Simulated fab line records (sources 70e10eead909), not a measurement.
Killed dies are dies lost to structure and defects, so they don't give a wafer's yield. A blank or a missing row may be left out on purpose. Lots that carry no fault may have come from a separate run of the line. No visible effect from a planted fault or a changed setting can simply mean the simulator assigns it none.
Chamber matching / flow nand_harc / 3 sister chambers for NHARC_P_M2_PRE_CLEAN_32 on pecvd-01
The step time 12 s. 14 wafers are shown with their chamber, then 7 later ones without.

== WAFERS, EACH WITH ITS CHAMBER ==
wafer=L101.2; chamber=1; heater_power_w (W)=463
wafer=L101.5; chamber=1; heater_power_w (W)=463
wafer=L101.6; chamber=2; heater_power_w (W)=683
wafer=L105.3; chamber=1; heater_power_w (W)=491
wafer=L105.5; chamber=0; heater_power_w (W)=675
wafer=L105.6; chamber=2; heater_power_w (W)=643
wafer=L107.4; chamber=0; heater_power_w (W)=731
wafer=L107.5; chamber=2; heater_power_w (W)=678
wafer=L107.6; chamber=1; heater_power_w (W)=480
wafer=L114.3; chamber=2; heater_power_w (W)=619
wafer=L114.5; chamber=1; heater_power_w (W)=523
wafer=L114.6; chamber=0; heater_power_w (W)=707
wafer=L119.2; chamber=0; heater_power_w (W)=701
wafer=L119.4; chamber=2; heater_power_w (W)=651

SIGNATURES (means of the wafers above)
reading=heater_power_w; chamber 0=703.50; chamber 1=484.00; chamber 2=654.80; scatter within a chamber=24.9
Rule: a wafer's distance from a chamber is the root of the sum, over the readings, of the square of ((its reading less the chamber's mean) divided by the reading's scatter). The wafer belongs to the nearest chamber; if the next one is less than 2 further off, it can't be placed. How the scatter is found: for the shown wafers, subtract from each reading the mean of its chamber, square and add these, divide the total by (wafers less chambers), then take the root.

== WAFERS WITHOUT THEIR CHAMBER ==
wafer=L119.5; heater_power_w (W)=473
wafer=L121.1; heater_power_w (W)=609
wafer=L121.3; heater_power_w (W)=711
wafer=L121.6; heater_power_w (W)=606
wafer=L122.1; heater_power_w (W)=663
wafer=L122.2; heater_power_w (W)=468
wafer=L122.5; heater_power_w (W)=665

== WHICH CHAMBER EACH ONE RAN IN ==
wafer=L119.5; from the rows above=1; in truth=1
wafer=L121.1; from the rows above=can't be placed: 2 or 0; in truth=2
wafer=L121.3; from the rows above=can't be placed: 0 or 2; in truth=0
wafer=L121.6; from the rows above=can't be placed: 2 or 0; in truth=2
wafer=L122.1; from the rows above=can't be placed: 2 or 0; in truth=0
wafer=L122.2; from the rows above=1; in truth=1
wafer=L122.5; from the rows above=can't be placed: 2 or 0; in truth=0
Correct placement for 2 of the 7. These rows do not allow placing 5 (true chamber among the candidates in 5). 0 placed wrongly.
